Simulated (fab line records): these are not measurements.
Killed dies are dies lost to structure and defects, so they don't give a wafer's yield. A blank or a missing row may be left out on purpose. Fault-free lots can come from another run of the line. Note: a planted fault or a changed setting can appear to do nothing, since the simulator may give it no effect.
Matching of chambers | flow n5 finfet | N5_BEOL_M13_ILD_DEP_00 on pecvd-02: 3 sister chambers
The step deposits SiOC from DEMS/O2, target thk 837.92 nm, time 166.4 s. 6 wafers are shown with their chamber, then 10 later ones without.

WAFERS PAIRED WITH THEIR CHAMBERS
wafer  | chamber | throttle valve pct (%) | showerhead plenum p Torr (Torr)
L087.3 | 0       | 12.0                   | 5.723
L088.6 | 1       | 13.0                   | 5.699
L086.4 | 2       | 12.0                   | 5.682
L086.5 | 1       | 12.8                   | 5.693
L092.1 | 0       | 11.7                   | 5.722
L092.2 | 2       | 11.5                   | 5.678

WAFERS WHOSE CHAMBER IS MISSING
wafer  | throttle valve pct (%) | showerhead plenum p Torr (Torr)
L092.5 | 12.0                   | 5.711
L093.2 | 11.8                   | 5.675
L093.4 | 12.1                   | 5.693
L093.5 | 12.8                   | 5.691
L095.2 | 12.2                   | 5.676
L095.3 | 11.8                   | 5.678
L095.6 | 11.9                   | 5.696
L096.3 | 11.9                   | 5.678
L096.4 | 12.0                   | 5.715
L096.6 | 12.2                   | 5.676

WHICH CHAMBER EACH ONE RAN IN
wafer  | from the rows above     | in truth
L092.5 | 0                       | 0
L093.2 | 2                       | 2
L093.4 | can't be placed: 1 or 2 | 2
L093.5 | 1                       | 1
L095.2 | 2                       | 2
L095.3 | 2                       | 2
L095.6 | can't be placed: 1 or 2 | 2
L096.3 | 2                       | 2
L096.4 | 0                       | 0
L096.6 | 2                       | 2
8 of 10 placed correctly. Not placeable from these rows: 2 (in 2, the candidates include the true chamber). 0 placed wrongly.
How it was worked out, from the rows above alone: a wafer's distance from a chamber is the root of the sum, over the readings, of the square of ((its reading less the chamber's mean) divided by the reading's scatter). If the next closest chamber is less than 2 further off than the closest, the wafer can't be placed; otherwise it belongs to the closest. A chamber's mean is the mean of its shown wafers. The scatter is the square root of a quotient: the sum, over the shown wafers, of each reading's squared deviation from its chamber's mean, divided by wafers minus chambers.
